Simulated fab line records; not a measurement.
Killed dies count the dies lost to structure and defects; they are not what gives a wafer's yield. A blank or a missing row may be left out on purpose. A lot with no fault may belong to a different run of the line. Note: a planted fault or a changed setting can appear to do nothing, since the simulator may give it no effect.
Which of the tools did it? || flow nand_harc || 11 lots with 33 wafers sampled at 5 steps, on a route of 1159 steps

## WHAT EACH GAUGE READ, for each wafer
NHARC_END_SORT_01.
{"lot": "L694", "measured": "day 20 09:25", "on": "prober-01", "defect_limited_yield (%)": "98.2 97.8 97.3"}
{"lot": "L709", "measured": "day 24 09:53", "on": "prober-02", "defect_limited_yield (%)": "93.6 95.6 96.0"}
{"lot": "L715", "measured": "day 25 01:21", "on": "prober-01", "defect_limited_yield (%)": "97.0 97.2 95.9"}

## WHICH TOOL RAN EACH LOT (tool, then ch and the chambers of the sampled wafers, then the start)
{"lot": "L693", "NHARC_A_BONDPAD_ETCH_24": "rie_diel-05 ch 0,1,2, day 19 14:00 or earlier", "NHARC_THIN_TSV_PVD_19": "pvd_sputter-02, day 19 14:00 or earlier", "NHARC_THIN_TSV_ANNEAL_52": "rtp_anneal-01 ch 0, day 19 14:00", "NHARC_THIN_TSV_ETCH_59": "rie_metal-01 ch 0,1, day 19 16:06"}
{"lot": "L694", "NHARC_A_BONDPAD_ETCH_24": "rie_diel-05 ch 1,3, day 19 10:40 or earlier", "NHARC_THIN_TSV_PVD_19": "pvd_sputter-01, day 19 10:40 or earlier", "NHARC_THIN_TSV_ANNEAL_52": "rtp_anneal-01 ch 0, day 19 10:40", "NHARC_THIN_TSV_ETCH_59": "rie_metal-03 ch 0,1, day 19 12:53"}
{"lot": "L696", "NHARC_A_BONDPAD_ETCH_24": "rie_diel-03 ch 0,1,3, day 19 16:34 or earlier", "NHARC_THIN_TSV_PVD_19": "pvd_sputter-01, day 19 16:34 or earlier", "NHARC_THIN_TSV_ANNEAL_52": "rtp_anneal-01 ch 0, day 19 16:34", "NHARC_THIN_TSV_ETCH_59": "rie_metal-03 ch 1, day 19 18:50"}
{"lot": "L700", "NHARC_A_BONDPAD_ETCH_24": "rie_diel-03 ch 0,1,3, day 20 03:00 or earlier", "NHARC_THIN_TSV_PVD_19": "pvd_sputter-03, day 20 03:00 or earlier", "NHARC_THIN_TSV_ANNEAL_52": "rtp_anneal-01 ch 0, day 20 03:00", "NHARC_THIN_TSV_ETCH_59": "rie_metal-02 ch 0,1, day 20 05:11"}
{"lot": "L703", "NHARC_A_BONDPAD_ETCH_24": "rie_diel-05 ch 2,3, day 21 06:50 or earlier", "NHARC_THIN_TSV_PVD_19": "pvd_sputter-01, day 21 06:50 or earlier", "NHARC_THIN_TSV_ANNEAL_52": "rtp_anneal-02 ch 0, day 21 06:50", "NHARC_THIN_TSV_ETCH_59": "rie_metal-01 ch 0,1, day 21 09:05"}
{"lot": "L699", "NHARC_A_BONDPAD_ETCH_24": "rie_diel-05 ch 1,2, day 20 15:09", "NHARC_THIN_TSV_PVD_19": "pvd_sputter-01, day 21 09:52 or earlier", "NHARC_THIN_TSV_ANNEAL_52": "rtp_anneal-01 ch 0, day 21 09:52", "NHARC_THIN_TSV_ETCH_59": "rie_metal-03 ch 0,1, day 21 12:08"}
{"lot": "L706", "NHARC_A_BONDPAD_ETCH_24": "rie_diel-05 ch 0,1, day 22 10:07", "NHARC_THIN_TSV_PVD_19": "pvd_sputter-03, day 23 08:23 or earlier", "NHARC_THIN_TSV_ANNEAL_52": "rtp_anneal-02 ch 0, day 23 08:23", "NHARC_THIN_TSV_ETCH_59": "rie_metal-03 ch 0,1, day 23 10:28"}
{"lot": "L709", "NHARC_A_BONDPAD_ETCH_24": "rie_diel-05 ch 0,3, day 23 00:34", "NHARC_THIN_TSV_PVD_19": "pvd_sputter-01, day 23 21:11 or earlier", "NHARC_THIN_TSV_ANNEAL_52": "rtp_anneal-02 ch 0, day 23 21:11", "NHARC_THIN_TSV_ETCH_59": "rie_metal-02 ch 0,1, day 23 23:25"}
{"lot": "L715", "NHARC_A_BONDPAD_ETCH_24": "rie_diel-05 ch 2,3, day 23 09:44", "NHARC_THIN_TSV_PVD_19": "pvd_sputter-03, day 24 05:04 or earlier", "NHARC_THIN_TSV_ANNEAL_52": "rtp_anneal-02 ch 0, day 24 05:04", "NHARC_THIN_TSV_ETCH_59": "rie_metal-01 ch 0,1, day 24 07:21"}
{"lot": "L712", "NHARC_A_BONDPAD_ETCH_24": "rie_diel-05 ch 0,1,3, day 24 07:44 or earlier", "NHARC_THIN_TSV_PVD_19": "pvd_sputter-02, day 24 07:44 or earlier", "NHARC_THIN_TSV_ANNEAL_52": "rtp_anneal-02 ch 0, day 24 07:44", "NHARC_THIN_TSV_ETCH_59": "rie_metal-03 ch 0,1, day 24 09:59"}
{"lot": "L716", "NHARC_A_BONDPAD_ETCH_24": "rie_diel-06 ch 0,1,2, day 24 18:47 or earlier", "NHARC_THIN_TSV_PVD_19": "pvd_sputter-02, day 24 18:47 or earlier", "NHARC_THIN_TSV_ANNEAL_52": "rtp_anneal-02 ch 0, day 24 18:47", "NHARC_THIN_TSV_ETCH_59": "rie_metal-01 ch 0,1, day 24 20:53"}
- NHARC_A_BONDPAD_ETCH_24: etches the open film in CF4/N2, target depth 30 nm, time 72.99 s.
- NHARC_THIN_TSV_PVD_19: deposits TaN, target thk 20 nm.
- NHARC_THIN_TSV_ANNEAL_52: time 90 s.
- NHARC_THIN_TSV_ETCH_59: etches the open film in Cl2/BCl3, target depth 880 nm, time 138.1 s.

## THE ANSWER, worked out from the rows above alone
Rule: what is usual is taken from the lots themselves. The widest of any qualifying gaps counts: lots, ordered by their means at a reading, are off when they make up no more than a third of the lots, leave a main group of 4 or more, and stand apart from it by 3 or more times the standard deviation of that group's means. A main group is skipped when, at the precision printed for the reading in the tables above, its means are all equal. A lot without any number at a reading at which 4 lots or more have one is off too. Any other lot the step has rows for is counted as sound.
No lot is off at any reading shown: from this, nothing can be told.

## WHAT THE SIMULATOR HAD PUT IN
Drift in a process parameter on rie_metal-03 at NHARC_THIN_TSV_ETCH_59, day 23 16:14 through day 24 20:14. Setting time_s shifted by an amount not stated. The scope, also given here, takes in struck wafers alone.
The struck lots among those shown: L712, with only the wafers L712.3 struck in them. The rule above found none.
